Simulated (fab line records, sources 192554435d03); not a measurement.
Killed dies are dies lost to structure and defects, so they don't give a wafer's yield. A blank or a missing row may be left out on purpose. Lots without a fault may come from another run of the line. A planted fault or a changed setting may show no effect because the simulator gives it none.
Chamber matching | flow n5_finfet | N5_STI_FIN_REVEAL_STRIP_24 on rie_diel-03: 4 sister chambers
The step strips in N2/H2, time 90 s. 7 wafers are shown with their chamber, then 8 later ones without.

WAFERS WITH THEIR CHAMBER
wafer  | chamber | showerhead_plenum_p_Torr (Torr) | throttle_valve_pct (%)
L081.5 | 1       | 3.26                            | 11.86
L083.3 | 3       | 3.37                            | 12.45
L083.5 | 0       | 3.48                            | 12.49
L091.1 | 3       | 3.37                            | 12.46
L091.2 | 0       | 3.47                            | 12.52
L091.6 | 2       | 3.57                            | 11.78
L092.1 | 2       | 3.57                            | 11.77

WAFERS WITHOUT THEIR CHAMBER
wafer  | showerhead_plenum_p_Torr (Torr) | throttle_valve_pct (%)
L092.2 | 3.47                            | 12.51
L092.3 | 3.37                            | 12.48
L093.3 | 3.37                            | 12.48
L093.4 | 3.47                            | 12.55
L093.6 | 3.37                            | 12.48
L094.1 | 3.57                            | 11.79
L094.4 | 3.24                            | 11.93
L094.6 | 3.57                            | 11.79

WHICH CHAMBER EACH WENT THROUGH
wafer  | from the rows above | in truth
L092.2 | 0                   | 0
L092.3 | 3                   | 3
L093.3 | 3                   | 3
L093.4 | 0                   | 0
L093.6 | 3                   | 3
L094.1 | 2                   | 2
L094.4 | 1                   | 1
L094.6 | 2                   | 2
Placed correctly: 8 of 8. Can't be placed from these rows: 0. Placed wrongly: 0.
How it was worked out, from the rows above alone: a wafer's distance from a chamber is the root of the sum, over the readings, of the square of ((its reading less the chamber's mean) divided by the reading's scatter). The wafer belongs to the nearest chamber; if the next one is less than 2 further off, it can't be placed. A chamber's mean is the mean of its shown wafers. The scatter: the root of (the sum of the squares of (reading less its chamber's mean) over the shown wafers, divided by (wafers less chambers)).
